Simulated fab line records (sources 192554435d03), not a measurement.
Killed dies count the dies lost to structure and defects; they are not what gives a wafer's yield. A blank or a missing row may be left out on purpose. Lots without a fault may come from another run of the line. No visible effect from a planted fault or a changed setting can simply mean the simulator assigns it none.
Split-lot trial || flow n5 finfet || on a route of 1938 steps: 7 lots, 21 wafers read

THE SPLIT
At N5_BEOL_M1_HM_DEP_02 (deposits TiN, target thk 20 nm), the setting target thk a was moved away from the recipe's 200 angstrom on 11 of the 21 wafers read, by -12.5% to +12.3%. The other wafers ran this setting at the recipe's value.

Reading taken at the split's own step.

THE READING
TiN_of_BEOL_M1_HM_DEP_02.thk nm (the simulator's own value, which no gauge read), in nm, at N5_BEOL_M1_HM_DEP_02 (deposits TiN, target thk 20 nm). The file gives no usual value for it. The 10 wafers here that ran the recipe average 19.9 nm, standard deviation 0.2 nm.

{"wafer": "L083.1", "tool, chamber at the split": "pvd sputter-03, -", "target thk a as run, angstrom": 224.7, "against the recipe": "+12.3%", "TiN_of_BEOL_M1_HM_DEP_02.thk nm, nm": 22.2, "against lot-mates on the recipe": "+2.2"}
{"wafer": "L083.2", "tool, chamber at the split": "pvd sputter-03, -", "target thk a as run, angstrom": 224.7, "against the recipe": "+12.3%", "TiN_of_BEOL_M1_HM_DEP_02.thk nm, nm": 22.6, "against lot-mates on the recipe": "+2.6"}
{"wafer": "L083.5", "tool, chamber at the split": "pvd sputter-03, -", "target thk a as run, angstrom": 200, "against the recipe": "recipe", "TiN_of_BEOL_M1_HM_DEP_02.thk nm, nm": 20, "against lot-mates on the recipe": "-"}
{"wafer": "L082.2", "tool, chamber at the split": "pvd sputter-01, -", "target thk a as run, angstrom": 211.2, "against the recipe": "+5.6%", "TiN_of_BEOL_M1_HM_DEP_02.thk nm, nm": 21, "against lot-mates on the recipe": "+1.0"}
{"wafer": "L082.3", "tool, chamber at the split": "pvd sputter-01, -", "target thk a as run, angstrom": 200, "against the recipe": "recipe", "TiN_of_BEOL_M1_HM_DEP_02.thk nm, nm": 19.8, "against lot-mates on the recipe": "-"}
{"wafer": "L082.4", "tool, chamber at the split": "pvd sputter-01, -", "target thk a as run, angstrom": 200, "against the recipe": "recipe", "TiN_of_BEOL_M1_HM_DEP_02.thk nm, nm": 20.2, "against lot-mates on the recipe": "-"}
{"wafer": "L085.1", "tool, chamber at the split": "pvd sputter-02, -", "target thk a as run, angstrom": 179.8, "against the recipe": "-10.1%", "TiN_of_BEOL_M1_HM_DEP_02.thk nm, nm": 18, "against lot-mates on the recipe": -1.8}
{"wafer": "L085.4", "tool, chamber at the split": "pvd sputter-02, -", "target thk a as run, angstrom": 179.8, "against the recipe": "-10.1%", "TiN_of_BEOL_M1_HM_DEP_02.thk nm, nm": 18, "against lot-mates on the recipe": -1.8}
{"wafer": "L085.2", "tool, chamber at the split": "pvd sputter-02, -", "target thk a as run, angstrom": 200, "against the recipe": "recipe", "TiN_of_BEOL_M1_HM_DEP_02.thk nm, nm": 19.8, "against lot-mates on the recipe": "-"}
{"wafer": "L089.3", "tool, chamber at the split": "pvd sputter-03, -", "target thk a as run, angstrom": 220.2, "against the recipe": "+10.1%", "TiN_of_BEOL_M1_HM_DEP_02.thk nm, nm": 22, "against lot-mates on the recipe": "no lot-mate on the recipe"}
{"wafer": "L089.4", "tool, chamber at the split": "pvd sputter-03, -", "target thk a as run, angstrom": 220.2, "against the recipe": "+10.1%", "TiN_of_BEOL_M1_HM_DEP_02.thk nm, nm": 22, "against lot-mates on the recipe": "no lot-mate on the recipe"}
{"wafer": "L089.5", "tool, chamber at the split": "pvd sputter-03, -", "target thk a as run, angstrom": 220.2, "against the recipe": "+10.1%", "TiN_of_BEOL_M1_HM_DEP_02.thk nm, nm": 22, "against lot-mates on the recipe": "no lot-mate on the recipe"}
{"wafer": "L092.3", "tool, chamber at the split": "pvd sputter-01, -", "target thk a as run, angstrom": 175, "against the recipe": "-12.5%", "TiN_of_BEOL_M1_HM_DEP_02.thk nm, nm": 17, "against lot-mates on the recipe": -2.6}
{"wafer": "L092.4", "tool, chamber at the split": "pvd sputter-01, -", "target thk a as run, angstrom": 175, "against the recipe": "-12.5%", "TiN_of_BEOL_M1_HM_DEP_02.thk nm, nm": 17, "against lot-mates on the recipe": -2.6}
{"wafer": "L092.6", "tool, chamber at the split": "pvd sputter-01, -", "target thk a as run, angstrom": 200, "against the recipe": "recipe", "TiN_of_BEOL_M1_HM_DEP_02.thk nm, nm": 19.6, "against lot-mates on the recipe": "-"}
{"wafer": "L093.1", "tool, chamber at the split": "pvd sputter-03, -", "target thk a as run, angstrom": 200, "against the recipe": "recipe", "TiN_of_BEOL_M1_HM_DEP_02.thk nm, nm": 19.8, "against lot-mates on the recipe": "-"}
{"wafer": "L093.2", "tool, chamber at the split": "pvd sputter-03, -", "target thk a as run, angstrom": 200, "against the recipe": "recipe", "TiN_of_BEOL_M1_HM_DEP_02.thk nm, nm": 19.8, "against lot-mates on the recipe": "-"}
{"wafer": "L093.4", "tool, chamber at the split": "pvd sputter-03, -", "target thk a as run, angstrom": 200, "against the recipe": "recipe", "TiN_of_BEOL_M1_HM_DEP_02.thk nm, nm": 19.8, "against lot-mates on the recipe": "-"}
{"wafer": "L094.3", "tool, chamber at the split": "pvd sputter-01, -", "target thk a as run, angstrom": 200, "against the recipe": "recipe", "TiN_of_BEOL_M1_HM_DEP_02.thk nm, nm": 20.2, "against lot-mates on the recipe": "-"}
{"wafer": "L094.4", "tool, chamber at the split": "pvd sputter-01, -", "target thk a as run, angstrom": 200, "against the recipe": "recipe", "TiN_of_BEOL_M1_HM_DEP_02.thk nm, nm": 20.2, "against lot-mates on the recipe": "-"}
{"wafer": "L094.5", "tool, chamber at the split": "pvd sputter-01, -", "target thk a as run, angstrom": 224, "against the recipe": "+12.0%", "TiN_of_BEOL_M1_HM_DEP_02.thk nm, nm": 22.6, "against lot-mates on the recipe": "+2.4"}

THE FIT
A straight line over all 21 wafers: TiN_of_BEOL_M1_HM_DEP_02.thk nm changes by +0.211 nm for each +1% of target thk a; r = +0.99; the points scatter about the line by 0.21 nm.
The same after taking each lot's own level away (the mean of its wafers on the recipe; 18 wafers): +0.196 nm for each +1%; r = +1.00; scatter 0.13 nm.
That fit puts the effect of the largest move of target thk a on the reading at 2.4 nm.
The lots' own levels span 19.60 to 20.20 nm, that is 2.9 times the standard deviation above.
Consequently the slope shifts little with the lot-to-lot level, the two slopes agreeing.
Check: -2.41 nm against its lot-mates is what the line predicts for one of the wafers moved furthest among these (-12.5%) when that wafer is left out of the fit. Against them it came out at -2.6 nm.

FURTHER SPLITS ON THESE WAFERS
Other splits were also applied to these wafers ahead of the reading. Each is held against what the fit with the lots' levels taken away leaves over:
{"other split on the same wafers": "N5_GATE_CUT_EXPOSE_10 dose mj", "wafers away from the commonest value": 5, "r with TiN_of_BEOL_M1_HM_DEP_02.thk nm (lot level and that fit taken away)": -0.21}
{"other split on the same wafers": "N5_GATE_CUT_ETCH_36 cf4 flow sccm", "wafers away from the commonest value": 6, "r with TiN_of_BEOL_M1_HM_DEP_02.thk nm (lot level and that fit taken away)": "+0.22"}
{"other split on the same wafers": "N5_MOL_CONTACT_COAG_SPUTTER_130 power w", "wafers away from the commonest value": 5, "r with TiN_of_BEOL_M1_HM_DEP_02.thk nm (lot level and that fit taken away)": -0.13}
{"other split on the same wafers": "N5_MOL_CONTACT_COAG_ALD_123 ald cycles", "wafers away from the commonest value": 5, "r with TiN_of_BEOL_M1_HM_DEP_02.thk nm (lot level and that fit taken away)": "+0.52"}
{"other split on the same wafers": "N5_MOL_CONTACT_COAG_ETCH_124 bias w", "wafers away from the commonest value": 9, "r with TiN_of_BEOL_M1_HM_DEP_02.thk nm (lot level and that fit taken away)": -0.01}
{"other split on the same wafers": "N5_MOL_CONTACT_COAG_CVD_140 target thk a", "wafers away from the commonest value": 5, "r with TiN_of_BEOL_M1_HM_DEP_02.thk nm (lot level and that fit taken away)": "+0.26"}
{"other split on the same wafers": "N5_BEOL_M0_SAQP_PECVD_04 time s", "wafers away from the commonest value": 8, "r with TiN_of_BEOL_M1_HM_DEP_02.thk nm (lot level and that fit taken away)": "+0.15"}
{"other split on the same wafers": "N5_BEOL_M0_SAQP_DEVELOP_13 develop time s", "wafers away from the commonest value": 9, "r with TiN_of_BEOL_M1_HM_DEP_02.thk nm (lot level and that fit taken away)": -0.29}
{"other split on the same wafers": "N5_BEOL_M0_CUTY_EXPOSE_54 dose mj", "wafers away from the commonest value": 8, "r with TiN_of_BEOL_M1_HM_DEP_02.thk nm (lot level and that fit taken away)": -0.17}

THE FILE'S OWN FIT
TiN_of_BEOL_M1_HM_DEP_02.thk nm changes by +0.196 nm for each +1% of target thk a, r = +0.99.
